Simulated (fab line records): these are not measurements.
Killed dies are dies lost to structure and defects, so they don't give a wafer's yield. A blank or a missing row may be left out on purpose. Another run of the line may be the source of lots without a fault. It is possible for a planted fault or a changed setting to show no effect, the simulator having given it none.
Which tool did it? + flow n5Finfet + 10 lots with 30 wafers sampled at 6 steps, on a route of 1938 steps

== WHAT THE GAUGES SHOWED, per wafer ==
N5_BEOL_M11_INSPECT_58: inspects for defects (darkfield).
| lot  | measured     | on               | rawDefectCount |
|------|--------------|------------------|----------------|
| L839 | day 10 21:34 | defectInspect-01 | 72 73 41       |
| L843 | day 11 15:16 | defectInspect-02 | 76 36 53       |
| L844 | day 11 22:58 | defectInspect-02 | 70 88 83       |
| L845 | day 12 09:23 | defectInspect-01 | 113 65 65      |
| L847 | day 12 12:43 | defectInspect-01 | 52 402 64      |
| L848 | day 13 01:43 | defectInspect-02 | 87 54 467      |
| L858 | day 15 03:01 | defectInspect-01 | 46 57 115      |
| L857 | day 15 06:59 | defectInspect-01 | 76 52 51       |
| L859 | day 15 11:56 | defectInspect-01 | 74 62 42       |
| L861 | day 16 12:52 | defectInspect-01 | 55 92 62       |

N5_BEOL_M12_OVL_MEAS_11.
| lot  | measured     | on         | V11_OVL (nm) |
|------|--------------|------------|--------------|
| L839 | day 10 22:11 | overlay-02 | 11 4 5       |
| L843 | day 11 15:54 | overlay-01 | -3 1 1       |
| L844 | day 11 23:28 | overlay-02 | 12 10 10     |
| L845 | day 12 09:53 | overlay-01 | 2 -5 -7      |
| L847 | day 12 13:20 | overlay-01 | -4 2 0       |
| L848 | day 13 02:20 | overlay-02 | -2 -2 2      |
| L858 | day 15 03:31 | overlay-02 | 2 3 3        |
| L857 | day 15 07:40 | overlay-01 | 6 0 -7       |
| L859 | day 15 12:29 | overlay-02 | 8 1 0        |
| L861 | day 16 13:30 | overlay-02 | 3 3 -1       |

N5_BEOL_M12_INSPECT_12: inspects for defects (macro).
| lot  | measured     | on               | rawDefectCount |
|------|--------------|------------------|----------------|
| L839 | day 10 22:13 | defectInspect-01 | 0 3 2          |
| L843 | day 11 15:55 | defectInspect-02 | 1 3 2          |
| L844 | day 11 23:29 | defectInspect-02 | 4 3 4          |
| L845 | day 12 09:54 | defectInspect-01 | 2 2 3          |
| L847 | day 12 13:22 | defectInspect-01 | 3 >300 2       |
| L848 | day 13 02:22 | defectInspect-01 | 4 2 >300       |
| L858 | day 15 03:32 | defectInspect-01 | 0 3 3          |
| L857 | day 15 07:41 | defectInspect-02 | 0 2 1          |
| L859 | day 15 12:31 | defectInspect-02 | 4 0 2          |
| L861 | day 16 13:31 | defectInspect-01 | 0 4 2          |

== EACH LOT AND THE TOOL THAT RAN IT (in order: tool; ch and the chambers of the sampled wafers; start) ==
| lot  | N5_BEOL_M11_TRENCH_ETCH_37                   | N5_BEOL_M11_STRIP_77                         | N5_BEOL_M11_PRE_CLEAN_55        |
|------|----------------------------------------------|----------------------------------------------|---------------------------------|
| L839 | rieDiel-02 ch 0,2, day 10 21:26 or earlier   | rieDiel-02 ch 0,2, day 10 21:26 or earlier   | pecvd-03 ch 1,2, day 10 21:26   |
| L843 | rieDiel-03 ch 0,1,3, day 11 15:10 or earlier | rieDiel-03 ch 0,1,3, day 11 15:10 or earlier | pecvd-01 ch 0,2, day 11 15:10   |
| L844 | rieDiel-03 ch 1,2,3, day 11 22:51 or earlier | rieDiel-03 ch 1,2,3, day 11 22:51 or earlier | pecvd-03 ch 0,2, day 11 22:51   |
| L845 | rieDiel-03 ch 0,2,3, day 12 09:14 or earlier | rieDiel-03 ch 0,2,3, day 12 09:14 or earlier | pecvd-01 ch 1,2, day 12 09:14   |
| L847 | rieDiel-03 ch 0,2,3, day 12 12:36 or earlier | rieDiel-03 ch 0,2,3, day 12 12:36 or earlier | pecvd-03 ch 0,1,2, day 12 12:36 |
| L848 | rieDiel-06 ch 2,3, day 13 01:35 or earlier   | rieDiel-06 ch 2,3, day 13 01:35 or earlier   | pecvd-03 ch 0,1,2, day 13 01:35 |
| L858 | rieDiel-02 ch 0,3, day 15 02:54 or earlier   | rieDiel-02 ch 0,3, day 15 02:54 or earlier   | pecvd-01 ch 0,2, day 15 02:54   |
| L857 | rieDiel-02 ch 0,2,3, day 15 06:52 or earlier | rieDiel-02 ch 0,2,3, day 15 06:52 or earlier | pecvd-04 ch 1,2, day 15 06:52   |
| L859 | rieDiel-06 ch 0,1, day 15 11:49 or earlier   | rieDiel-06 ch 0,1, day 15 11:49 or earlier   | pecvd-01 ch 1,2, day 15 11:49   |
| L861 | rieDiel-06 ch 0,1,2, day 16 12:45 or earlier | rieDiel-06 ch 0,1,2, day 16 12:45 or earlier | pecvd-03 ch 1,2, day 16 12:45   |
- N5_BEOL_M11_TRENCH_ETCH_37: etches SiCOH lowk in C4F6/O2, target depth 148.83 nm, time 48 s.
- N5_BEOL_M11_STRIP_77: strips in N2/H2, time 10 s.
- N5_BEOL_M11_PRE_CLEAN_55: time 15 s.

== WHAT THE TOOLS THEMSELVES READ (means of the sampled wafers that have a number; where no wafer has one, the mark that the record gives instead) ==
N5_BEOL_M11_TRENCH_ETCH_37.
| lot  | tool       | drypumpMotorCurrentA (A) | oesProductAu (a.u.) | rfVppV (V) | showerheadPlenumPTorr (Torr) | throttleValvePct (%) |
|------|------------|--------------------------|---------------------|------------|------------------------------|----------------------|
| L839 | rieDiel-02 | 6.1                      | 0.76                | 665        | 2.81                         | 21.09                |
| L843 | rieDiel-03 | 6.0                      | 0.83                | 673        | 2.84                         | 21.03                |
| L844 | rieDiel-03 | 5.5                      | 0.78                | 669        | 2.82                         | 21.08                |
| L845 | rieDiel-03 | 5.8                      | 0.83                | 673        | 2.77                         | 20.97                |
| L847 | rieDiel-03 | 5.7                      | 0.83                | 672        | 2.77                         | 20.97                |
| L848 | rieDiel-06 | 5.4                      | 0.82                | 670        | 2.91                         | 20.84                |
| L858 | rieDiel-02 | 5.7                      | 0.84                | 670        | 3.00                         | 20.83                |
| L857 | rieDiel-02 | 5.9                      | 0.78                | 667        | 2.89                         | 20.99                |
| L859 | rieDiel-06 | 6.1                      | 0.88                | 655        | 2.82                         | 20.77                |
| L861 | rieDiel-06 | 5.8                      | 0.84                | 663        | 2.85                         | 20.84                |

N5_BEOL_M11_STRIP_77.
| lot  | tool       | drypumpMotorCurrentA (A) | oesProductAu (a.u.) | rfVppV (V) | showerheadPlenumPTorr (Torr) | throttleValvePct (%) |
|------|------------|--------------------------|---------------------|------------|------------------------------|----------------------|
| L839 | rieDiel-02 | 6.2                      | 0.76                | 58.8       | 2.50                         | 23.8                 |
| L843 | rieDiel-03 | 6.0                      | 0.83                | 59.4       | 2.54                         | 23.8                 |
| L844 | rieDiel-03 | 5.5                      | 0.79                | 58.7       | 2.52                         | 24.0                 |
| L845 | rieDiel-03 | 5.8                      | 0.83                | 59.2       | 2.47                         | 23.8                 |
| L847 | rieDiel-03 | 5.8                      | 0.82                | 58.6       | 2.47                         | 23.8                 |
| L848 | rieDiel-06 | 5.4                      | 0.82                | 59.5       | 2.59                         | 23.7                 |
| L858 | rieDiel-02 | 5.8                      | 0.82                | 60.1       | 2.68                         | 23.4                 |
| L857 | rieDiel-02 | 5.9                      | 0.77                | 59.0       | 2.58                         | 23.6                 |
| L859 | rieDiel-06 | 6.0                      | 0.88                | 60.2       | 2.51                         | 23.4                 |
| L861 | rieDiel-06 | 5.8                      | 0.84                | 59.2       | 2.53                         | 23.5                 |

== THE ANSWER, worked out from the rows above alone ==
Rule: the lots themselves supply what counts as usual. The widest of any qualifying gaps counts: lots, ordered by their means at a reading, are off when they make up no more than a third of the lots, leave a main group of 4 or more, and stand apart from it by 3 or more times the standard deviation of that group's means. A main group whose means are all the same, to the digits that the tables above print for the reading, isn't used. Also off: a lot with no number at a reading for which 4 or more lots have one. Any other lot the step has rows for is counted as sound. After the gauges, taken in route order, come the tools' own readings; for these a lot's mean is taken, as printed above. At the first step where some lot is off, the reading lying furthest off is the one used; lots without a number count as furthest.
Off, at N5_BEOL_M11_INSPECT_58 on rawDefectCount: L847, L848. Main group: mean 67, sd 9.3.
A tool fits if, at a process step before that reading, it ran every lot that is off, and no sound lot after the first of them. Gauges at N5_BEOL_M11_INSPECT_58: tried the same way as those tools. Because N5_BEOL_M11_TRENCH_ETCH_37 lacks a start for some lots, the hours and order of its lots are taken from N5_BEOL_M11_PRE_CLEAN_55. Because N5_BEOL_M11_STRIP_77 lacks a start for some lots, the hours and order of its lots are taken from N5_BEOL_M11_PRE_CLEAN_55. Not one of the candidates tried fits.

== WHAT THE SIMULATOR PUT IN ==
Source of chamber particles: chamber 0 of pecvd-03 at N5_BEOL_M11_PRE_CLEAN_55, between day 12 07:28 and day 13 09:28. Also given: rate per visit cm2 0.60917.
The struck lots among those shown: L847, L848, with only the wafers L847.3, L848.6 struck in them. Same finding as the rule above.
